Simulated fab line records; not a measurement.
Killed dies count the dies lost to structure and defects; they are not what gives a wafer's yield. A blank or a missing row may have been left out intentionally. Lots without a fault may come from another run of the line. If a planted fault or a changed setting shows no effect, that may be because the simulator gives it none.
Chamber matching + flow n5-finfet + 3 sister chambers for N5_FIN_CUT_CUT_ETCH_26 on rie-diel-04
The step etches SiNx in CH3F/O2, target depth 39 nm, time 55.7 s. 3 wafers are shown with their chamber, then 5 later ones without.

EACH WAFER AND ITS CHAMBER
| wafer  | chamber | drypump-motor-current-A (A) |
|--------|---------|-----------------------------|
| L135.2 | 1       | 6.1                         |
| L138.1 | 0       | 4.7                         |
| L138.2 | 2       | 5.8                         |

WAFERS WITHOUT THEIR CHAMBER
| wafer  | drypump-motor-current-A (A) |
|--------|-----------------------------|
| L138.3 | 6.1                         |
| L140.2 | 4.7                         |
| L140.4 | 4.8                         |
| L141.1 | 4.7                         |
| L141.3 | 5.7                         |

CHAMBER TAKEN BY EACH
| wafer  | from the rows above | in truth |
|--------|---------------------|----------|
| L138.3 | 1                   | 1        |
| L140.2 | 0                   | 0        |
| L140.4 | 0                   | 0        |
| L141.1 | 0                   | 0        |
| L141.3 | 2                   | 2        |
Correct placement for 5 of the 5. Number that these rows cannot place: 0. 0 placed wrongly.
How it was worked out, from the rows above alone: a wafer's distance from a chamber is the root of the sum, over the readings, of the square of ((its reading less the chamber's mean) divided by the reading's scatter). If the next closest chamber is less than 2 further off than the closest, the wafer can't be placed; otherwise it belongs to the closest. The mean given for a chamber averages the wafers shown for that chamber. The scatter: root of mean squared gap, hidden wafer to nearest shown wafer, with one shown wafer a chamber.
